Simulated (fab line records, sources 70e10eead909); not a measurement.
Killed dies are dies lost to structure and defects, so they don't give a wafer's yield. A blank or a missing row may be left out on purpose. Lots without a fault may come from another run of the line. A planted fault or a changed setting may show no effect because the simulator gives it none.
A struck lot beside a sound one | flow nand_harc | 14 steps out of a route of 1159
Sound: wafers L204.2, L204.4, L204.6. Struck: wafers L203.1, L203.2, L203.4. The cause comes at the end.
At each step with rows: each side's tool, then ch and its chambers, then its first start. Under that, the readings that differ: sound wafers | struck wafers | difference of the means | sigmas: that difference in standard deviations of wafers without a fault.
alike: readings whose means differ by less than 2 such deviations, and words and numbers that are the same on both sides. not compared: withheld readings, readings that some wafer has no value for, bounds like >300 that may hide the same value, and numbers for which the record gives no deviation and whose values overlap.
The two part at a step that has a row with sigmas, a row that says differs or no value, or rows on one side only. Numbers that don't overlap but have no deviation are shown without sigmas and don't part them. A reading that every wafer of one side lacks parts them only if that side has two wafers or more.

NHARC_P_START_INSPECT_01:
  sound on defect_inspect-01, day 2 12:02; struck on defect_inspect-02, day 2 06:02
  alike: raw_defect_count
then, 10 steps without rows for these wafers: NHARC_P_ZERO_WELL_PRECLEAN_00 (cleans in SPM, time 600 s); NHARC_P_ZERO_WELL_SRD_01; NHARC_P_ZERO_WELL_PECVD_02 (deposits SiO2, target thk 10 nm); NHARC_P_ZERO_WELL_DEHYDRATE_03 (time 120 s); NHARC_P_ZERO_WELL_HMDS_04 (time 30 s); NHARC_P_ZERO_WELL_COAT_64 (time 65 s); NHARC_P_ZERO_WELL_COAT_05 (resist thk 600 nm); NHARC_P_ZERO_WELL_SOFTBAKE_06 (time 70 s); NHARC_P_ZERO_WELL_EBR_07; NHARC_P_ZERO_WELL_EXPOSE_08 (exposes mask P ZERO, target cd 500 nm).
NHARC_P_ZERO_WELL_PEB_09: peb time 80 s.
  sound on litho_track-05 ch 0, day 2 13:17; struck on litho_track-02 ch 0, day 2 07:10
  reading          | sound                | struck               | difference | sigmas
  plate_temp_C (C) | 128.08 127.93 128.06 | 127.05 127.19 127.12 | -0.90      | -8
then, 1 step without rows for these wafers: NHARC_P_ZERO_WELL_DEVELOP_10 (time 50 s).
-- the record jumps here: 22 days lie between the struck wafers' starts before and after (it left off in module P_ZERO_WELL and takes up again in module END, whose first step shown is number 1159 of the route) --
NHARC_END_SORT_01:
  sound on prober-01 ch 0, day 23 20:41; struck on prober-02 ch 0, day 23 19:53
  alike: killed_at_array, killed_at_other, killed_at_periphery, killed_dies, killed_open, killed_short

WHERE THEY PART
Only at NHARC_P_ZERO_WELL_PEB_09, within this record. Later steps at which nothing parts them and some readings are alike: NHARC_END_SORT_01.

WHY: what the simulator had put in
Process parameter drift: litho_track-02, from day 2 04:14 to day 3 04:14, at NHARC_P_ZERO_WELL_PEB_09. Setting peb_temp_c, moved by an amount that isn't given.
